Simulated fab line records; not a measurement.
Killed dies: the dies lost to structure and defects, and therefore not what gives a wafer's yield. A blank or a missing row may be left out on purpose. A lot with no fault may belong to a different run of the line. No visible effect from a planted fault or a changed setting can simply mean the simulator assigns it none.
Which tool is to blame? / flow nand harc / Sampling: 14 lots, 42 wafers, 4 of 1302 route steps

## WHAT THE GAUGES READ, wafer by wafer
The record lacks any reading of a measuring or inspecting step that a usual standard deviation could be used to judge.

## WHICH TOOL RAN EACH LOT (tool, then ch and the chambers of the sampled wafers, then the start)
lot=L890; NHARC_A_SLIT_ETCH_24=rie diel-10 ch 2,3, day 19 16:30; NHARC_A_WL_FILL_STRIP_27=plasma asher-02 ch 0, day 20 07:47; NHARC_A_WL_FILL_ETCHBACK_17=rie metal-03 ch 1, day 20 17:48; NHARC_A_WL_FILL_CMP_12=cmp-03 ch 0,3, day 20 23:41
lot=L891; NHARC_A_SLIT_ETCH_24=rie diel-10 ch 0,1,2, day 20 04:59; NHARC_A_WL_FILL_STRIP_27=plasma asher-01 ch 0,1, day 20 19:35; NHARC_A_WL_FILL_ETCHBACK_17=rie metal-01 ch 1, day 21 11:53; NHARC_A_WL_FILL_CMP_12=cmp-04 ch 0,1, day 21 17:49
lot=L894; NHARC_A_SLIT_ETCH_24=rie diel-01 ch 1, day 20 22:58; NHARC_A_WL_FILL_STRIP_27=plasma asher-02 ch 0,1, day 21 21:17; NHARC_A_WL_FILL_ETCHBACK_17=rie metal-02 ch 0, day 22 09:07; NHARC_A_WL_FILL_CMP_12=cmp-02 ch 0,2,3, day 22 15:02
lot=L895; NHARC_A_SLIT_ETCH_24=rie diel-09 ch 0,1, day 20 23:10; NHARC_A_WL_FILL_STRIP_27=plasma asher-01 ch 0,1, day 21 13:51; NHARC_A_WL_FILL_ETCHBACK_17=rie metal-01 ch 0,1, day 22 03:10; NHARC_A_WL_FILL_CMP_12=cmp-02 ch 0,3, day 22 08:48
lot=L892; NHARC_A_SLIT_ETCH_24=rie diel-09 ch 1,2, day 21 03:06; NHARC_A_WL_FILL_STRIP_27=plasma asher-01 ch 0,1, day 21 23:34; NHARC_A_WL_FILL_ETCHBACK_17=rie metal-01 ch 0,1, day 22 10:29; NHARC_A_WL_FILL_CMP_12=cmp-04 ch 0,1,3, day 22 15:04
lot=L896; NHARC_A_SLIT_ETCH_24=rie diel-10 ch 0,2, day 22 07:05; NHARC_A_WL_FILL_STRIP_27=plasma asher-02 ch 0,1, day 22 22:14; NHARC_A_WL_FILL_ETCHBACK_17=rie metal-01 ch 1, day 23 09:33; NHARC_A_WL_FILL_CMP_12=cmp-02 ch 0,3, day 23 15:21
lot=L898; NHARC_A_SLIT_ETCH_24=rie diel-01 ch 1,2,3, day 22 18:52; NHARC_A_WL_FILL_STRIP_27=plasma asher-01 ch 0,1, day 23 09:31; NHARC_A_WL_FILL_ETCHBACK_17=rie metal-01 ch 0,1, day 23 20:56; NHARC_A_WL_FILL_CMP_12=cmp-04 ch 0,1,2, day 24 03:02
lot=L897; NHARC_A_SLIT_ETCH_24=rie diel-10 ch 1,2,3, day 22 20:31; NHARC_A_WL_FILL_STRIP_27=plasma asher-02 ch 0,1, day 23 13:28; NHARC_A_WL_FILL_ETCHBACK_17=rie metal-02 ch 1, day 23 21:01; NHARC_A_WL_FILL_CMP_12=cmp-02 ch 2,3, day 24 02:55
lot=L900; NHARC_A_SLIT_ETCH_24=rie diel-10 ch 1,2,3, day 24 16:52; NHARC_A_WL_FILL_STRIP_27=plasma asher-01 ch 0,1, day 25 07:50; NHARC_A_WL_FILL_ETCHBACK_17=rie metal-03 ch 0,1, day 25 17:41; NHARC_A_WL_FILL_CMP_12=cmp-03 ch 0,1, day 25 23:23
lot=L902; NHARC_A_SLIT_ETCH_24=rie diel-09 ch 0,3, day 24 17:25; NHARC_A_WL_FILL_STRIP_27=plasma asher-02 ch 0,1, day 25 07:31; NHARC_A_WL_FILL_ETCHBACK_17=rie metal-02 ch 1, day 25 17:44; NHARC_A_WL_FILL_CMP_12=cmp-02 ch 0,2,3, day 25 23:28
lot=L903; NHARC_A_SLIT_ETCH_24=rie diel-10 ch 0,1,3, day 25 03:56; NHARC_A_WL_FILL_STRIP_27=plasma asher-01 ch 0,1, day 25 19:13; NHARC_A_WL_FILL_ETCHBACK_17=rie metal-03 ch 0,1, day 26 06:19; NHARC_A_WL_FILL_CMP_12=cmp-02 ch 0,2, day 26 12:08
lot=L904; NHARC_A_SLIT_ETCH_24=rie diel-10 ch 0,1,3, day 25 09:52; NHARC_A_WL_FILL_STRIP_27=plasma asher-01 ch 0,1, day 26 00:28; NHARC_A_WL_FILL_ETCHBACK_17=rie metal-03 ch 0,1, day 26 16:28; NHARC_A_WL_FILL_CMP_12=cmp-03 ch 0,1,2, day 26 22:07
lot=L908; NHARC_A_SLIT_ETCH_24=rie diel-10 ch 0,1,3, day 27 06:19; NHARC_A_WL_FILL_STRIP_27=plasma asher-02 ch 0, day 27 19:41; NHARC_A_WL_FILL_ETCHBACK_17=rie metal-01 ch 0,1, day 28 05:26; NHARC_A_WL_FILL_CMP_12=cmp-02 ch 1,2,3, day 28 11:41
lot=L911; NHARC_A_SLIT_ETCH_24=rie diel-10 ch 1,2,3, day 28 06:57; NHARC_A_WL_FILL_STRIP_27=plasma asher-02 ch 0,1, day 29 00:01; NHARC_A_WL_FILL_ETCHBACK_17=rie metal-01 ch 0,1, day 29 10:17; NHARC_A_WL_FILL_CMP_12=cmp-03 ch 1,2, day 29 16:28
- NHARC_A_SLIT_ETCH_24: etches the open film in CF4/CHF3, target depth 121 nm, time 60.5 s.
- NHARC_A_WL_FILL_STRIP_27: strips in N2/H2, time 20 s.
- NHARC_A_WL_FILL_ETCHBACK_17: etches the open film in Cl2/BCl3, target depth 4 nm, time 26.7 s.
- NHARC_A_WL_FILL_CMP_12: polishes, t overpolish 30 s, target thk 100 nm.

## WHAT THE TOOLS THEMSELVES READ (means of the sampled wafers that have a number; where no wafer has one, the mark that the record gives instead)
NHARC_A_SLIT_ETCH_24. Usual: drypump motor current A 5.7 A, standard deviation 0.34; oes product au 0.953 a.u., standard deviation 0.019; rf vpp V 371.0 V, standard deviation 2.3; showerhead plenum p Torr 1.58 Torr, standard deviation 0.064; throttle valve pct 16.803 %, standard deviation 0.0079.
lot=L890; tool=rie diel-10; drypump motor current A (A)=5.5; oes product au (a.u.)=0.971; rf vpp V (V)=369.4; showerhead plenum p Torr (Torr)=1.54; throttle valve pct (%)=16.804; flag=
lot=L891; tool=rie diel-10; drypump motor current A (A)=5.6; oes product au (a.u.)=0.965; rf vpp V (V)=371.3; showerhead plenum p Torr (Torr)=1.62; throttle valve pct (%)=16.803; flag=
lot=L894; tool=rie diel-01; drypump motor current A (A)=5.3; oes product au (a.u.)=0.952; rf vpp V (V)=368.0; showerhead plenum p Torr (Torr)=1.51; throttle valve pct (%)=16.802; flag=
lot=L895; tool=rie diel-09; drypump motor current A (A)=5.9; oes product au (a.u.)=0.926; rf vpp V (V)=372.2; showerhead plenum p Torr (Torr)=1.60; throttle valve pct (%)=16.804; flag=
lot=L892; tool=rie diel-09; drypump motor current A (A)=6.3; oes product au (a.u.)=0.948; rf vpp V (V)=368.2; showerhead plenum p Torr (Torr)=1.51; throttle valve pct (%)=16.810; flag=
lot=L896; tool=rie diel-10; drypump motor current A (A)=5.6; oes product au (a.u.)=0.975; rf vpp V (V)=371.4; showerhead plenum p Torr (Torr)=1.59; throttle valve pct (%)=16.800; flag=
lot=L898; tool=rie diel-01; drypump motor current A (A)=5.9; oes product au (a.u.)=0.958; rf vpp V (V)=370.6; showerhead plenum p Torr (Torr)=1.59; throttle valve pct (%)=16.805; flag=
lot=L897; tool=rie diel-10; drypump motor current A (A)=5.5; oes product au (a.u.)=0.960; rf vpp V (V)=369.5; showerhead plenum p Torr (Torr)=1.57; throttle valve pct (%)=16.814; flag=
lot=L900; tool=rie diel-10; drypump motor current A (A)=5.5; oes product au (a.u.)=0.961; rf vpp V (V)=370.0; showerhead plenum p Torr (Torr)=1.56; throttle valve pct (%)=16.798; flag=
lot=L902; tool=rie diel-09; drypump motor current A (A)=5.5; oes product au (a.u.)=0.947; rf vpp V (V)=372.6; showerhead plenum p Torr (Torr)=1.62; throttle valve pct (%)=16.808; flag=
lot=L903; tool=rie diel-10; drypump motor current A (A)=5.7; oes product au (a.u.)=0.944; rf vpp V (V)=371.0; showerhead plenum p Torr (Torr)=1.59; throttle valve pct (%)=16.792; flag=
lot=L904; tool=rie diel-10; drypump motor current A (A)=5.7; oes product au (a.u.)=0.928; rf vpp V (V)=371.3; showerhead plenum p Torr (Torr)=1.59; throttle valve pct (%)=16.807; flag=
lot=L908; tool=rie diel-10; drypump motor current A (A)=5.7; oes product au (a.u.)=0.924; rf vpp V (V)=371.9; showerhead plenum p Torr (Torr)=1.59; throttle valve pct (%)=16.806; flag=
lot=L911; tool=rie diel-10; drypump motor current A (A)=5.5; oes product au (a.u.)=0.928; rf vpp V (V)=370.3; showerhead plenum p Torr (Torr)=1.56; throttle valve pct (%)=16.809; flag=

NHARC_A_WL_FILL_STRIP_27. Usual: drypump motor current A 5.3 A, standard deviation 0.5; heater power w 311 W, standard deviation 30.
lot=L890; tool=plasma asher-02; drypump motor current A (A)=4.9; heater power w (W)=298; flag=
lot=L891; tool=plasma asher-01; drypump motor current A (A)=5.8; heater power w (W)=321; flag=
lot=L894; tool=plasma asher-02; drypump motor current A (A)=4.8; heater power w (W)=334; flag=
lot=L895; tool=plasma asher-01; drypump motor current A (A)=5.8; heater power w (W)=301; flag=
lot=L892; tool=plasma asher-01; drypump motor current A (A)=5.8; heater power w (W)=305; flag=
lot=L896; tool=plasma asher-02; drypump motor current A (A)=4.8; heater power w (W)=333; flag=
lot=L898; tool=plasma asher-01; drypump motor current A (A)=5.8; heater power w (W)=287; flag=
lot=L897; tool=plasma asher-02; drypump motor current A (A)=4.8; heater power w (W)=331; flag=
lot=L900; tool=plasma asher-01; drypump motor current A (A)=5.8; heater power w (W)=281; flag=
lot=L902; tool=plasma asher-02; drypump motor current A (A)=4.8; heater power w (W)=313; flag=
lot=L903; tool=plasma asher-01; drypump motor current A (A)=5.8; heater power w (W)=285; flag=
lot=L904; tool=plasma asher-01; drypump motor current A (A)=5.8; heater power w (W)=308; flag=
lot=L908; tool=plasma asher-02; drypump motor current A (A)=4.9; heater power w (W)=298; flag=
lot=L911; tool=plasma asher-02; drypump motor current A (A)=4.8; heater power w (W)=311; flag=

NHARC_A_WL_FILL_ETCHBACK_17. Usual: drypump motor current A 5.60 A, standard deviation 0.13; oes product au 1.004 a.u., standard deviation 0.012; run length s 47.9 s, standard deviation 0.46.
lot=L890; tool=rie metal-03; drypump motor current A (A)=5.75; oes product au (a.u.)=1.004; run length s (s)=48.7; flag=
lot=L891; tool=rie metal-01; drypump motor current A (A)=5.41; oes product au (a.u.)=1.014; run length s (s)=48.1; flag=
lot=L894; tool=rie metal-02; drypump motor current A (A)=5.53; oes product au (a.u.)=1.006; run length s (s)=47.5; flag=
lot=L895; tool=rie metal-01; drypump motor current A (A)=5.49; oes product au (a.u.)=1.017; run length s (s)=48.2; flag=
lot=L892; tool=rie metal-01; drypump motor current A (A)=5.48; oes product au (a.u.)=1.020; run length s (s)=48.3; flag=
lot=L896; tool=rie metal-01; drypump motor current A (A)=5.43; oes product au (a.u.)=1.027; run length s (s)=48.1; flag=
lot=L898; tool=rie metal-01; drypump motor current A (A)=5.53; oes product au (a.u.)=1.020; run length s (s)=47.8; flag=
lot=L897; tool=rie metal-02; drypump motor current A (A)=5.77; oes product au (a.u.)=1.002; run length s (s)=48.0; flag=
lot=L900; tool=rie metal-03; drypump motor current A (A)=5.67; oes product au (a.u.)=0.993; run length s (s)=48.1; flag=
lot=L902; tool=rie metal-02; drypump motor current A (A)=5.77; oes product au (a.u.)=0.999; run length s (s)=47.8; flag=
lot=L903; tool=rie metal-03; drypump motor current A (A)=5.69; oes product au (a.u.)=0.997; run length s (s)=48.0; flag=
lot=L904; tool=rie metal-03; drypump motor current A (A)=5.61; oes product au (a.u.)=1.002; run length s (s)=47.6; flag=
lot=L908; tool=rie metal-01; drypump motor current A (A)=5.47; oes product au (a.u.)=1.002; run length s (s)=44.8; flag=OFF
lot=L911; tool=rie metal-01; drypump motor current A (A)=5.53; oes product au (a.u.)=0.999; run length s (s)=41.0; flag=OFF

NHARC_A_WL_FILL_CMP_12. Usual: motor current A 12.6 A, standard deviation 1.7; overpolish run s 30.000 s, standard deviation 0.0093; pad life wafers 209, standard deviation 120; slurry filter dp kPa 13.50 kPa, standard deviation 0.14; time to endpoint s 20.2 s, standard deviation 2.3.
lot=L890; tool=cmp-03; motor current A (A)=12.6; overpolish run s (s)=30.000; pad life wafers=108; slurry filter dp kPa (kPa)=13.66; time to endpoint s (s)=16.8; flag=
lot=L891; tool=cmp-04; motor current A (A)=9.9; overpolish run s (s)=30.004; pad life wafers=116; slurry filter dp kPa (kPa)=13.53; time to endpoint s (s)=17.4; flag=
lot=L894; tool=cmp-02; motor current A (A)=13.4; overpolish run s (s)=29.999; pad life wafers=404; slurry filter dp kPa (kPa)=13.37; time to endpoint s (s)=20.0; flag=
lot=L895; tool=cmp-02; motor current A (A)=13.9; overpolish run s (s)=30.003; pad life wafers=385; slurry filter dp kPa (kPa)=13.51; time to endpoint s (s)=19.5; flag=
lot=L892; tool=cmp-04; motor current A (A)=11.1; overpolish run s (s)=30.004; pad life wafers=26; slurry filter dp kPa (kPa)=13.37; time to endpoint s (s)=18.4; flag=
lot=L896; tool=cmp-02; motor current A (A)=14.1; overpolish run s (s)=30.001; pad life wafers=36; slurry filter dp kPa (kPa)=13.44; time to endpoint s (s)=20.6; flag=
lot=L898; tool=cmp-04; motor current A (A)=11.0; overpolish run s (s)=29.997; pad life wafers=158; slurry filter dp kPa (kPa)=13.50; time to endpoint s (s)=21.7; flag=
lot=L897; tool=cmp-02; motor current A (A)=12.7; overpolish run s (s)=30.000; pad life wafers=122; slurry filter dp kPa (kPa)=13.50; time to endpoint s (s)=21.8; flag=
lot=L900; tool=cmp-03; motor current A (A)=11.9; overpolish run s (s)=29.996; pad life wafers=168; slurry filter dp kPa (kPa)=13.58; time to endpoint s (s)=20.2; flag=
lot=L902; tool=cmp-02; motor current A (A)=13.3; overpolish run s (s)=29.995; pad life wafers=303; slurry filter dp kPa (kPa)=13.42; time to endpoint s (s)=17.3; flag=
lot=L903; tool=cmp-02; motor current A (A)=13.9; overpolish run s (s)=29.994; pad life wafers=380; slurry filter dp kPa (kPa)=13.57; time to endpoint s (s)=20.6; flag=
lot=L904; tool=cmp-03; motor current A (A)=11.9; overpolish run s (s)=30.004; pad life wafers=254; slurry filter dp kPa (kPa)=13.55; time to endpoint s (s)=19.2; flag=
lot=L908; tool=cmp-02; motor current A (A)=12.8; overpolish run s (s)=30.003; pad life wafers=134; slurry filter dp kPa (kPa)=13.50; time to endpoint s (s)=20.9; flag=
lot=L911; tool=cmp-03; motor current A (A)=12.2; overpolish run s (s)=29.989; pad life wafers=126; slurry filter dp kPa (kPa)=13.55; time to endpoint s (s)=21.0; flag=

## THE ANSWER, worked out from the rows above alone
Rule: take the mean of a lot's wafers that have a number; if it is more than 3 standard deviations from the usual mean, the lot is off. A lot without any number at a reading at which 4 lots or more have one is off too. Where the step has rows for the other lots, those lots are counted as sound. First the gauges in route order, then the tools' own readings, where a lot's mean is used as printed above. At the first step where some lot is off, the reading lying furthest off is the one used; lots without a number count as furthest.
Off, at NHARC_A_WL_FILL_ETCHBACK_17 on run length s: L908, L911.
If a tool, at that step or one of the process steps before it, ran each lot that is off and ran no sound lot following the first of them, it fits. Can't be told from this: 3 tools fit, rie diel-10 at NHARC_A_SLIT_ETCH_24, plasma asher-02 at NHARC_A_WL_FILL_STRIP_27, rie metal-01 at NHARC_A_WL_FILL_ETCHBACK_17.

## WHAT THE SIMULATOR HAD PUT IN
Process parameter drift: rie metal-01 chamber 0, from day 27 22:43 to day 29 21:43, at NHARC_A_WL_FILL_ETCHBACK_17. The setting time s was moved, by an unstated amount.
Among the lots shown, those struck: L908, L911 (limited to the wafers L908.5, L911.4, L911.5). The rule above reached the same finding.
